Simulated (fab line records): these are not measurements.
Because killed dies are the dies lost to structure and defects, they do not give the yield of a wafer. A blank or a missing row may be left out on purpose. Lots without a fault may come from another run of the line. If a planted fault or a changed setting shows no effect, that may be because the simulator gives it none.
Chamber matching || flow nand_harc || NHARC_A_CHANNEL_FILL_D1_ALD_25 on ald_hk-04: 4 sister chambers
The step deposits SiOx, target thk 60 nm, pulse time 10 s, ald cycles 600. 16 wafers are shown with their chamber, then 8 later ones without.

== WAFERS, EACH WITH ITS CHAMBER ==
{"wafer": "L348.1", "chamber": 0, "heater_power_w (W)": 459, "precursor_pulse_height_rel": 0.987}
{"wafer": "L348.2", "chamber": 2, "heater_power_w (W)": 519, "precursor_pulse_height_rel": 0.976}
{"wafer": "L348.4", "chamber": 3, "heater_power_w (W)": 471, "precursor_pulse_height_rel": 1.001}
{"wafer": "L350.4", "chamber": 3, "heater_power_w (W)": 480, "precursor_pulse_height_rel": 1.017}
{"wafer": "L350.5", "chamber": 2, "heater_power_w (W)": 518, "precursor_pulse_height_rel": 1.007}
{"wafer": "L350.6", "chamber": 3, "heater_power_w (W)": 481, "precursor_pulse_height_rel": 1.004}
{"wafer": "L352.1", "chamber": 1, "heater_power_w (W)": 467, "precursor_pulse_height_rel": 0.997}
{"wafer": "L352.2", "chamber": 3, "heater_power_w (W)": 479, "precursor_pulse_height_rel": 1.017}
{"wafer": "L352.4", "chamber": 0, "heater_power_w (W)": 415, "precursor_pulse_height_rel": 1.009}
{"wafer": "L358.2", "chamber": 3, "heater_power_w (W)": 485, "precursor_pulse_height_rel": 0.996}
{"wafer": "L358.5", "chamber": 2, "heater_power_w (W)": 498, "precursor_pulse_height_rel": 0.994}
{"wafer": "L358.6", "chamber": 1, "heater_power_w (W)": 460, "precursor_pulse_height_rel": 0.996}
{"wafer": "L365.1", "chamber": 1, "heater_power_w (W)": 466, "precursor_pulse_height_rel": 1.012}
{"wafer": "L365.2", "chamber": 2, "heater_power_w (W)": 483, "precursor_pulse_height_rel": 1.020}
{"wafer": "L365.3", "chamber": 3, "heater_power_w (W)": 481, "precursor_pulse_height_rel": 0.986}
{"wafer": "L366.1", "chamber": 3, "heater_power_w (W)": 469, "precursor_pulse_height_rel": 0.993}

SIGNATURES (means of the wafers above)
{"reading": "heater_power_w", "chamber 0": 437.00, "chamber 1": 464.33, "chamber 2": 504.50, "chamber 3": 478.00, "scatter within a chamber": 13.2}
{"reading": "precursor_pulse_height_rel", "chamber 0": 0.99800, "chamber 1": 1.00167, "chamber 2": 0.99925, "chamber 3": 1.00200, "scatter within a chamber": 0.0138}
Rule: for each reading, subtract the chamber's mean from the wafer's reading, divide by that reading's scatter and square the result; add these up over the readings and take the root, which gives the wafer's distance from the chamber. If the next closest chamber is less than 2 further off than the closest, the wafer can't be placed; otherwise it belongs to the closest. The scatter: take each reading less its chamber's mean, square it, sum over the shown wafers, divide by the number of wafers less the number of chambers, and take the root.

== WAFERS WITHOUT THEIR CHAMBER ==
{"wafer": "L366.4", "heater_power_w (W)": 414, "precursor_pulse_height_rel": 1.023}
{"wafer": "L366.5", "heater_power_w (W)": 480, "precursor_pulse_height_rel": 1.002}
{"wafer": "L367.2", "heater_power_w (W)": 465, "precursor_pulse_height_rel": 1.007}
{"wafer": "L367.3", "heater_power_w (W)": 476, "precursor_pulse_height_rel": 0.998}
{"wafer": "L367.4", "heater_power_w (W)": 492, "precursor_pulse_height_rel": 1.000}
{"wafer": "L371.1", "heater_power_w (W)": 512, "precursor_pulse_height_rel": 0.979}
{"wafer": "L371.3", "heater_power_w (W)": 420, "precursor_pulse_height_rel": 0.977}
{"wafer": "L371.4", "heater_power_w (W)": 454, "precursor_pulse_height_rel": 1.010}

== CHAMBER TAKEN BY EACH ==
{"wafer": "L366.4", "from the rows above": "can't be placed: 0 or 1", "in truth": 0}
{"wafer": "L366.5", "from the rows above": "can't be placed: 3 or 1 or 2", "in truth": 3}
{"wafer": "L367.2", "from the rows above": "can't be placed: 1 or 3 or 0", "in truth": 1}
{"wafer": "L367.3", "from the rows above": "can't be placed: 3 or 1 or 2", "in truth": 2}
{"wafer": "L367.4", "from the rows above": "can't be placed: 2 or 3 or 1", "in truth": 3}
{"wafer": "L371.1", "from the rows above": "can't be placed: 2 or 3", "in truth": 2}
{"wafer": "L371.3", "from the rows above": "can't be placed: 0 or 1", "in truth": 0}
{"wafer": "L371.4", "from the rows above": "can't be placed: 1 or 0 or 3", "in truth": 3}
Correctly placed: 0 of 8. Not placeable from these rows: 8 (in 8, the candidates include the true chamber). Placed wrongly: 0.
